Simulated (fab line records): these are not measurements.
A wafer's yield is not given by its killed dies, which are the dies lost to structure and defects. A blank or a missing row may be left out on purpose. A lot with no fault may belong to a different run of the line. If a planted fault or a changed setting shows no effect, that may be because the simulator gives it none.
fab line records | flow nandHarc
[record] lots = 15 wafers = 43 lastDay = 33
route steps=1302 shown A_STAIRCASE@885 A_SGD_CUT@890
lots that met no fault: from a run of the same line without faults
startH: start of the lot's first displayed wafer, in hours after the record's first day | waitH: hours from the lot's prior step to this one | " unchanged from the row above | L1.1+2: a row that stands for several wafers | - no value, or no start given | * or withheld: withheld | < > ~ a bound
route shown NAME@n: NAME is a module with steps in the file, n the number in the route of the first one | usual: mean/standard deviation of fault-free wafers | same: alike in all rows | chamber/n: place in a boat | sites: per-site readings | _std_site: the standard deviation of these | _edge_site: inner sites' mean taken away from outer sites' mean | radiusMm: how far each site lies from the wafer's centre | mask NAME#n: copy n | behind: tool/chamber where the wafer was last shaped | hold: what put the lot on hold/how long, in hours/how the hold closed | device: names the non-switching transistor (n, p or np) | end of line: the route-end tests of the same wafers | a step given without rows: its recipe and nothing more | killed: the dies lost at the first sort to structure and to defects; this is not the yield of the wafer | map: a wafer's dies, x killed, . not, _ none there
set.NAME: setting as actually run; set.NAME@STEP: the setting as run at that earlier step | model.NAME: the simulator's own value behind a step, which no gauge read
the route's steps for a sample of lots (tables are steps, rows are wafers)
services: a tool's chamber out of use, with start hour (startH, from the record's first day; less than 0 if before it), hours out, and reason
[[steps]]
[step NHARC_A_STAIRCASE_DEP_471]
[recipe] targetThkA = 1000 tempC = 400 pressureTorr = 6.5 rfW = 900 teosFlowSccm = 161.4 flowSccm = 2650 targetThkNm = 100 gas = O2 material = SiO2
[usual] heaterPowerW = 523/71 throttleValvePct = 16.3/0.92
// columns lot.wafer tool chamber startH waitH heaterPowerW throttleValvePct
L152.3 pecvd-01 2 433.65 - 592 16.6
L152.1 " 0 " " 647 15.8
L152.5 " 1 " " 588 15.8
L154.6 pecvd-04 1 438.21 - 523 18.0
L154.4 " 2 " " 435 15.3
L154.5 " 0 " " 596 17.2
L153.2 pecvd-01 2 438.39 - 586 16.1
L153.4 " 1 " " 581 16.1
L153.5 " 2 " " 598 16.4
L157.2 pecvd-04 2 482.15 - 444 15.3
L157.1 " 0 " " 594 17.1
L157.4 " 2 " " 464 15.2
L158.3 pecvd-04 1 486.08 - 479 17.4
L158.5 " 0 " " 554 16.8
L158.6 " 1 " " 479 17.8
L159.1 pecvd-04 2 501.83 - 496 15.1
L159.6 " 2 " " 494 15.1
L159.4 " 0 " " 592 16.8
L160.1 pecvd-04 1 526.26 - 482 17.5
L160.2 " 0 " " 610 17.6
L160.5 " 1 " " 472 17.7
L161.1 pecvd-04 2 526.58 - 463 15.3
L161.5 " 1 " " 457 17.5
L161.4 " 2 " " 471 15.1
L163.1 pecvd-02 2 555.14 - 491 15.2
L163.6 " 1 " " 477 16.3
L162.1 pecvd-04 1 556.60 - 380 17.7
L162.3 " 2 " " 484 15.1
L162.6 " 0 " " 470 17.3
L165.1 pecvd-04 1 571.74 - 461 17.7
L165.5 " 2 " " 477 15.5
L168.3 pecvd-01 2 601.49 - 553 16.1
L168.2 " 0 " " 643 16.3
L168.5 " 1 " " 546 15.8
L173.1 pecvd-01 0 645.68 - 647 16.6
L173.3 " 1 " " 640 15.8
L173.6 " 2 " " 563 16.0
L172.3 pecvd-04 0 645.89 - 601 16.7
L172.2 " 2 " " 510 15.5
L172.5 " 2 " " 511 15.4
L174.2 pecvd-04 1 656.63 - 487 17.3
L174.5 " 0 " " 505 16.5
L174.6 " 1 " " 488 17.3
[step NHARC_A_SGD_CUT_DEP_00]
[recipe] targetThkA = 500 tempC = 400 targetThkNm = 50 flowSccm = 200 rfW = 450 material = SiNx
[usual] heaterPowerW = 650/91
// columns lot.wafer tool chamber startH waitH heaterPowerW
L152.1 pecvd-03 1 434.31 0.1 779
L152.3 " 0 " " 668
L152.5 " 2 " " 520
L154.4 pecvd-03 2 438.89 0.1 525
L154.6 " 0 " " 590
L154.5 " 1 " " 820
L153.2 pecvd-02 2 439.07 0.1 639
L153.5 " 0 " " 672
L153.4 " 2 " " 629
L157.1 pecvd-02 1 482.81 0.1 607
L157.2 " 2 " " 651
L157.4 " 0 " " 690
L158.3 pecvd-04 2 486.75 0.1 606
L158.6 " 2 " " 590
L158.5 " 1 " " 579
L159.1 pecvd-03 0 502.60 0.2 659
L159.4 " 2 " " 562
L159.6 " 2 " " 565
L160.2 pecvd-02 2 526.94 0.1 658
L160.1 " 1 " " 564
L160.5 " 0 " " 646
L161.1 pecvd-02 2 527.29 0.1 634
L161.5 " 0 " " 580
L161.4 " 2 " " 610
L163.1 pecvd-04 0 555.93 0.1 738
L163.6 " 1 " " 623
L162.3 pecvd-04 2 557.31 0.1 606
L162.1 " 0 " " 751
L162.6 " 2 " " 592
L165.1 pecvd-02 1 572.48 0.1 516
L165.5 " 0 " " 574
L168.3 pecvd-04 2 602.18 0.1 589
L168.2 " 0 " " 679
L168.5 " 1 " " 590
L173.3 pecvd-03 2 646.35 0.1 643
L173.1 " 1 " " 862
L173.6 " 2 " " 638
L172.2 pecvd-02 1 646.61 0.1 629
L172.3 " 2 " " 672
L172.5 " 1 " " 614
L174.2 pecvd-04 1 657.40 0.1 692
L174.6 " 0 " " 740
L174.5 " 1 " " 693
[step NHARC_A_SGD_CUT_DESCUM_14]
[recipe] timeS = 3 o2FlowSccm = 200 arFlowSccm = 0 biasPowerW = 0 chemistry = O2
[usual] drypumpMotorCurrentA = 5.7/0.56 oesProductAu = 1.001/0.011 rfVppV = 57.8/0.87 showerheadPlenumPTorr = 1.89/0.065 throttleValvePct = 11.312/0.0098
[same] biasPowerW = 0
// columns lot.wafer tool chamber startH waitH drypumpMotorCurrentA oesProductAu rfHoursCounterH rfVppV showerheadPlenumPTorr throttleValvePct
L152.1 rieDiel-13 0 435.22 0.1 6.8 1.006 5 56.9 1.84 11.305
L152.3 " 2 " " 5.3 1.007 4 56.4 1.86 11.314
L152.5 " 3 " " 6.2 0.980 - 56.8 1.95 11.314
L154.4 rieDiel-13 2 439.75 0.1 5.3 1.000 - 58.0 1.86 11.319
L154.5 " 2 " " 5.3 1.009 - 57.2 1.86 11.325
L154.6 " 0 " " 6.7 1.002 - 57.2 1.84 11.304
L153.4 rieDiel-10 1 439.92 0.1 5.4 1.014 1 58.9 1.95 11.304
L153.2 " 0 " " 5.9 1.013 0 58.8 1.85 11.303
L153.5 " 1 " " 5.4 1.011 - 57.9 1.95 11.311
L157.1 rieDiel-05 0 483.61 0.1 5.0 1.000 4 60.3 1.93 11.324
L157.2 " 1 " " 6.5 1.007 4 56.3 1.80 11.315
L157.4 " 2 " " 5.3 1.017 5 56.2 1.85 11.303
L158.3 rieDiel-13 1 487.66 0.1 5.1 0.991 8 56.6 2.03 11.322
L158.6 " 1 " " 5.1 1.007 - 58.8 2.03 11.302
L158.5 " 2 " " 5.3 1.011 - 56.3 1.86 11.305
L159.4 rieDiel-05 0 503.60 0.1 5.0 1.004 5 56.7 1.93 11.315
L159.1 " 2 " " 5.3 1.026 6 57.3 1.85 11.323
L159.6 " 0 " " 5.0 0.997 - 58.6 1.93 11.325
L160.2 rieDiel-05 0 527.84 0.1 5.0 1.011 7 57.5 1.93 11.299
L160.1 " 2 " " 5.2 1.015 7 57.2 1.85 11.316
L160.5 " 1 " " 6.5 1.017 - 58.5 1.80 11.293
L161.1 rieDiel-05 2 528.02 0.1 5.2 1.015 7 57.7 1.85 11.324
L161.4 " 1 " " 6.4 1.008 - 57.2 1.80 11.309
L161.5 " 0 " " 5.0 1.010 - 59.2 1.93 11.303
L163.1 rieDiel-05 2 556.84 0.1 5.2 1.017 9 57.7 1.85 11.316
L163.6 " 3 " " 5.7 0.990 - 56.9 1.91 11.303
L162.1 rieDiel-13 1 558.19 0.1 5.1 1.000 2 59.9 2.03 11.309
L162.3 " 0 " " 6.7 0.998 1 56.5 1.84 11.310
L162.6 " 2 " " 5.3 0.999 - 56.9 1.86 11.333
L165.1 rieDiel-05 2 573.33 0.1 5.2 1.017 10 57.0 1.85 11.308
L165.5 " 3 " " 5.6 0.991 - 59.3 1.91 11.312
L168.3 rieDiel-13 2 603.07 0.1 5.3 0.994 4 58.6 1.86 11.303
L168.2 " 3 " " 6.3 0.985 4 58.1 1.95 11.334
L168.5 " 3 " " 6.3 0.998 - 59.1 1.95 11.308
L173.1 rieDiel-05 1 647.13 0.1 6.5 1.015 3 57.4 1.79 11.311
L173.3 " 2 " " 5.2 1.016 2 58.3 1.85 11.308
L173.6 " 2 " " 5.2 1.008 - 58.1 1.85 11.304
L172.2 rieDiel-13 3 647.57 0.1 6.2 0.997 6 57.5 1.95 11.314
L172.3 " 1 " " 5.1 0.997 6 59.2 2.03 11.321
L172.5 " 2 " " 5.3 0.999 - 59.6 1.86 11.318
L174.2 rieDiel-05 0 658.37 0.1 5.0 0.974 3 57.0 1.93 11.326
L174.6 " 2 " " 5.3 1.001 - 58.8 1.85 11.328
L174.5 " 3 " " 5.7 0.980 - 58.3 1.91 11.324
[step NHARC_A_SGD_CUT_ETCH_16]
[recipe] targetDepthA = 3105 timeS = 155.2 c4f8FlowSccm = withheld o2FlowSccm = 8 arFlowSccm = withheld rfW = 600 biasW = 800 chemistry = C4F8/O2/Ar
[usual] oesProductAu = 0.975/0.015 rfVppV = 722/3.5
// columns lot.wafer tool chamber startH waitH oesProductAu rfHoursCounterH rfVppV
L152.1 rieDiel-13 2 435.82 - 0.983 5 721
L152.3 " 3 " " 0.950 4 724
L152.5 " 0 " " 0.968 - 720
L153.2 rieDiel-10 1 440.51 - 0.983 1 724
L153.4 " 2 " " 0.976 1 721
L153.5 " 1 " " 0.982 - 724
L154.4 rieDiel-13 2 440.64 0.1 0.982 - 723
L154.5 " 2 " " 0.999 - 721
L154.6 " 0 " " 0.986 - 718
L157.2 rieDiel-05 2 484.17 - 1.004 5 721
L157.1 " 3 " " 0.979 5 724
L157.4 " 1 " " 0.979 4 718
L158.3 rieDiel-13 0 488.27 - 0.987 8 719
L158.6 " 1 " " 0.966 - 728
L158.5 " 2 " " 0.976 - 720
L159.4 rieDiel-05 2 504.17 - 1.003 6 721
L159.1 " 1 " " 0.984 5 717
L159.6 " 3 " " 0.990 - 723
L160.1 rieDiel-05 0 528.77 - 0.975 7 722
L160.2 " 1 " " 0.988 6 716
L160.5 " 1 " " 0.988 - 716
L161.1 rieDiel-05 0 528.99 - 1.059 7 724
L161.5 " 2 " " 0.980 - 720
L161.4 " 1 " " 0.977 - 717
L163.1 rieDiel-05 3 557.40 - 1.055 8 723
L163.6 " 3 " " 0.971 - 724
L162.3 rieDiel-13 3 558.77 - 0.984 2 727
L162.1 " 0 " " 0.970 1 719
L162.6 " 3 " " 0.978 - 724
L165.1 rieDiel-05 0 573.92 - 1.044 10 723
L165.5 " 2 " " 0.979 - 720
L168.3 rieDiel-13 1 603.64 - 0.933 4 729
L168.2 " 3 " " 0.937 4 725
L168.5 " 1 " " 0.929 - 730
L173.3 rieDiel-05 1 647.71 - 0.968 3 717
L173.1 " 3 " " 0.966 3 723
L173.6 " 1 " " 0.980 - 716
L172.3 rieDiel-13 1 648.15 - 0.982 6 729
L172.2 " 2 " " 0.979 6 720
L172.5 " 1 " " 0.990 - 729
L174.2 rieDiel-05 2 658.95 - 0.966 3 720
L174.5 " 3 " " 0.967 - 723
L174.6 " 0 " " 0.967 - 723
[[services]]
// columns tool chamber startH hours kind
pecvd-01 2 411.19 17.1 repair
pecvd-02 0 433.99 2.5 repair
rieDiel-13 3 436.57 4.4 repair
rieDiel-13 1 437.49 6.1 repair
pecvd-04 - 450.12 13.0 pm
rieDiel-13 0 470.49 8.1 repair
rieDiel-13 - 471.41 0.2 repair
rieDiel-13 3 476.78 6.5 repair
pecvd-01 - 492.00 13.0 pm
pecvd-03 1 499.86 20.1 repair
rieDiel-05 1 506.23 16.4 repair
rieDiel-13 - 519.08 9.0 pm
pecvd-03 2 526.41 4.8 repair
rieDiel-05 3 526.69 4.7 repair
rieDiel-05 1 547.75 3.1 repair
rieDiel-13 - 574.86 1.1 repair
rieDiel-05 - 583.60 9.0 pm
pecvd-02 - 589.23 13.0 pm
pecvd-02 0 609.25 15.8 repair
rieDiel-13 2 609.36 2.9 repair
pecvd-04 - 631.12 13.0 pm
rieDiel-05 - 631.67 1.0 repair
rieDiel-13 2 636.52 5.3 repair
pecvd-04 2 656.06 2.1 repair
[[key]]
[firstSign] step = NHARC_A_SGD_CUT_ETCH_16 reading = oesProductAu direction = up sigmas = 5.3 usual = 0.975 struck = 1.052
effect none on later readings
metAt NHARC_A_SGD_CUT_ETCH_16
struckLots L161,L163,L165
struckWafers L161.1,L163.1,L165.1
laterRowsLeftOut L161.1,L163.1,L165.1
sortLeftOut L161.1,L163.1,L165.1
testerLeftOut L161,L163,L165
notActingAt NHARC_A_STAIRCASE_DEP_471,NHARC_A_SGD_CUT_DEP_00,NHARC_A_SGD_CUT_DESCUM_14
onsetBetween 528.77 528.99
[fault] kind = processParameterDrift tool = rieDiel-05 chamber = - onsetH = 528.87 steps = NHARC_A_SGD_CUT_ETCH_16 channel = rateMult offset = 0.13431 shape = step endH = 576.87 scope = struckWafersOnly
// testerLeftOut: of these lots the tester's yield and bins aren't shown, on N5 and GAA mostly nor the transistor test; their killed dies are dies lost to structure and defects alone, not to doping, threshold or leakage, so they don't give the yield
// sortLeftOut: the simulated sort isn't trusted on such a fault, so these wafers' sort isn't shown, and their yield isn't known
// laterRowsLeftOut: the simulator's readings of these wafers behind a module that went badly wrong aren't trusted and aren't shown, but for the sort
